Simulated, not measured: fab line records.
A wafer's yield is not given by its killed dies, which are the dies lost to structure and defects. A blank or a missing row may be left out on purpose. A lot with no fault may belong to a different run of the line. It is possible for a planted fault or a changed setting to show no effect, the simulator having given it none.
Matching of chambers    flow nand_harc    NHARC_A_STAIRCASE_STRIP_476 on rie_diel-07: 4 sister chambers
The step strips in O2, time 20 s. 8 wafers are shown with their chamber, then 7 later ones without.

WAFERS, EACH WITH ITS CHAMBER
wafer   chamber  showerhead_plenum_p_Torr (Torr)  drypump_motor_current_A (A)
L077.4  3        3.75                             5.43
L079.6  1        3.75                             5.89
L082.1  0        3.62                             5.22
L082.2  1        3.75                             5.82
L084.1  0        3.62                             5.19
L084.5  2        3.39                             5.15
L090.3  3        3.73                             5.41
L090.4  2        3.38                             5.16

WAFERS WHOSE CHAMBER IS MISSING
wafer   showerhead_plenum_p_Torr (Torr)  drypump_motor_current_A (A)
L090.5  3.61                             5.19
L093.1  3.37                             5.12
L093.4  3.72                             5.40
L093.5  3.73                             5.82
L097.1  3.72                             5.88
L097.2  3.71                             5.41
L097.6  3.60                             5.19

THE CHAMBER EACH PASSED THROUGH
wafer   from the rows above  in truth
L090.5  0                    0
L093.1  2                    2
L093.4  3                    3
L093.5  1                    1
L097.1  1                    1
L097.2  3                    3
L097.6  0                    0
7 of 7 placed correctly. Not placeable from these rows: 0. Wrongly placed: 0.
How it was worked out, from the rows above alone: a wafer's distance from a chamber is the root of the sum, over the readings, of the square of ((its reading less the chamber's mean) divided by the reading's scatter). If the next closest chamber is less than 2 further off than the closest, the wafer can't be placed; otherwise it belongs to the closest. For every chamber, the mean is computed from those of its wafers that are shown. The scatter: take each reading less its chamber's mean, square it, sum over the shown wafers, divide by the number of wafers less the number of chambers, and take the root.
